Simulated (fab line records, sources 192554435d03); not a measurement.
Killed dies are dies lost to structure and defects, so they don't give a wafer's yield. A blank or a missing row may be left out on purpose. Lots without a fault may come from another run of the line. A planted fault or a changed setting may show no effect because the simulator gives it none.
Chamber matching | flow n5_finfet | N5_BEOL_M7_ETCH_61 on rie_diel-02: 4 sister chambers
The step etches SiARC in CF4, target depth 45.5 nm, time 75.8 s. 7 wafers are shown with their chamber, then 7 later ones without.

WAFERS WITH THEIR CHAMBER
wafer  | chamber | oes_product_au (a.u.) | throttle_valve_pct (%)
L083.3 | 1       | 0.80                  | 15.44
L084.5 | 1       | 0.78                  | 15.44
L086.1 | 3       | 0.58                  | 15.70
L086.2 | 0       | 0.60                  | 15.75
L086.6 | 3       | 0.58                  | 15.70
L089.1 | 0       | 0.59                  | 15.78
L089.3 | 2       | 0.76                  | 15.51

WAFERS WITHOUT THEIR CHAMBER
wafer  | oes_product_au (a.u.) | throttle_valve_pct (%)
L089.6 | 0.59                  | 15.77
L091.1 | 0.57                  | 15.72
L091.2 | 0.75                  | 15.56
L091.6 | 0.76                  | 15.46
L095.1 | 0.56                  | 15.74
L095.4 | 0.74                  | 15.58
L095.5 | 0.74                  | 15.46

WHICH CHAMBER EACH WENT THROUGH
wafer  | from the rows above     | in truth
L089.6 | 0                       | 0
L091.1 | 3                       | 3
L091.2 | 2                       | 2
L091.6 | can't be placed: 1 or 2 | 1
L095.1 | can't be placed: 3 or 0 | 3
L095.4 | 2                       | 2
L095.5 | can't be placed: 2 or 1 | 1
Placed correctly: 4 of 7. Can't be placed from these rows: 3 (the true chamber is among the candidates in 3). Placed wrongly: 0.
How it was worked out, from the rows above alone: a wafer's distance from a chamber is the root of the sum, over the readings, of the square of ((its reading less the chamber's mean) divided by the reading's scatter). The wafer belongs to the nearest chamber; if the next one is less than 2 further off, it can't be placed. A chamber's mean is the mean of its shown wafers. The scatter: the root of (the sum of the squares of (reading less its chamber's mean) over the shown wafers, divided by (wafers less chambers)).
